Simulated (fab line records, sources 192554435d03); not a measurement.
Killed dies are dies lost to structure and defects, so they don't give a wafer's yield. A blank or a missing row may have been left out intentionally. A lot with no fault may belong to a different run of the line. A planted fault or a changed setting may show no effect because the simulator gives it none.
One fault seen from 2 desks	flow n5_finfet	numbers are kept per desk, each desk with only its own; the story behind them comes last

== METROLOGY DESK ==
What the gauges read, lot by lot, whatever tool the lot ran on: means of the sampled wafers that have a number. Any lot whose mean is over 4 standard deviations away from the usual mean is out of limits and marked OUT; that distance is given in the brackets. 7 of its 28 readings are shown: the first one out of limits and those lying furthest out on some lot.
Columns: A = cd_nm at N5_BEOL_M5_CD_MEAS_11, usual 28.04 nm; B = SERP_M14 at N5_BEOL_M15_RC_MEAS_101, usual 0.1604 ohm/um; C = SERP_M14_max_site at N5_BEOL_M15_RC_MEAS_101, usual 0.1621 ohm/um; D = SERP_M5 at N5_BEOL_M15_RC_MEAS_101, usual 38.8 ohm/um; E = SERP_M5_max_site at N5_BEOL_M15_RC_MEAS_101, usual 40.5 ohm/um; F = SERP_M8 at N5_BEOL_M15_RC_MEAS_101, usual 14.0 ohm/um; G = SERP_M8_max_site at N5_BEOL_M15_RC_MEAS_101, usual 14.4 ohm/um
lot	first seen here	A	B	C	D	E	F	G
L411	day 8 03:53	28.06	0.1614	0.1633	38.1	39.3	14.8	15.3
L413	day 8 21:25	28.01	0.1653	0.1672	38.6	39.9	13.7	14.2
L414	day 10 01:10	27.70	0.1594	0.1610	42.3	43.6	14.1	14.8
L421	day 11 12:45	28.03	0.1599	0.1620	38.3	40.7	14.0	14.4
L423	day 12 06:58	27.87	0.1596	0.1609	40.5	42.6	13.6	14.0
L429	day 13 13:40	24.92 (-13) OUT	0.1598	0.1618	50.9 (+8.1) OUT	53.3 (+7.1) OUT	13.7	14.2
L432	day 14 04:34	25.48 (-11) OUT	0.1598	0.1613	45.9 (+4.7) OUT	48.5 (+4.4) OUT	14.1	14.5
This desk's finding: out of limits on L429, L432; first on L429, day 13 15:28 (cd_nm at N5_BEOL_M5_CD_MEAS_11). L411, L413, L414, L421, L423: within limits.

== DESK OF THE TOOL OWNER: euv_scanner-01 ==
The tool's own readings at N5_BEOL_M5_EXPOSE_08 (exposes mask M5, target cd 28 nm): means of the sampled wafers that have a number, for each lot that ran on this tool. Any lot whose mean is over 4 standard deviations away from the usual mean is out of limits and marked OUT; that distance is given in the brackets.
Columns: A = exposure_dose_mJ_cm2 at N5_BEOL_M5_EXPOSE_08, usual 35.69
lot	first seen here	A
L414	day 10 02:55	35.75
L421	day 11 13:35	35.76
L429	day 13 15:20	31.19 (-51) OUT
L432	day 14 06:03	32.06 (-41) OUT
This desk's finding: out of limits on L429, L432; first on L429, day 13 15:20 (exposure_dose_mJ_cm2 at N5_BEOL_M5_EXPOSE_08). L414, L421: within limits.

== TAKEN TOGETHER ==
At day 13 15:20, on L429, L432, the tool owner's desk was in a position to raise an alarm.
The metrology desk could have raised an alarm at day 13 15:28, on L429, L432.
The lots listed all ran N5_BEOL_M5_EXPOSE_08 on euv_scanner-01.

== WHAT THE SIMULATOR HAD INSERTED ==
Drift in process parameters on euv_scanner-01 at N5_BEOL_M5_EXPOSE_08, starting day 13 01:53. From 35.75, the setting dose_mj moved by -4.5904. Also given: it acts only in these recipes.
Struck lots among those shown: L429, L432.
Fault start to first reading out of limits, in hours, per desk: tool owner, 13; metrology, 14.
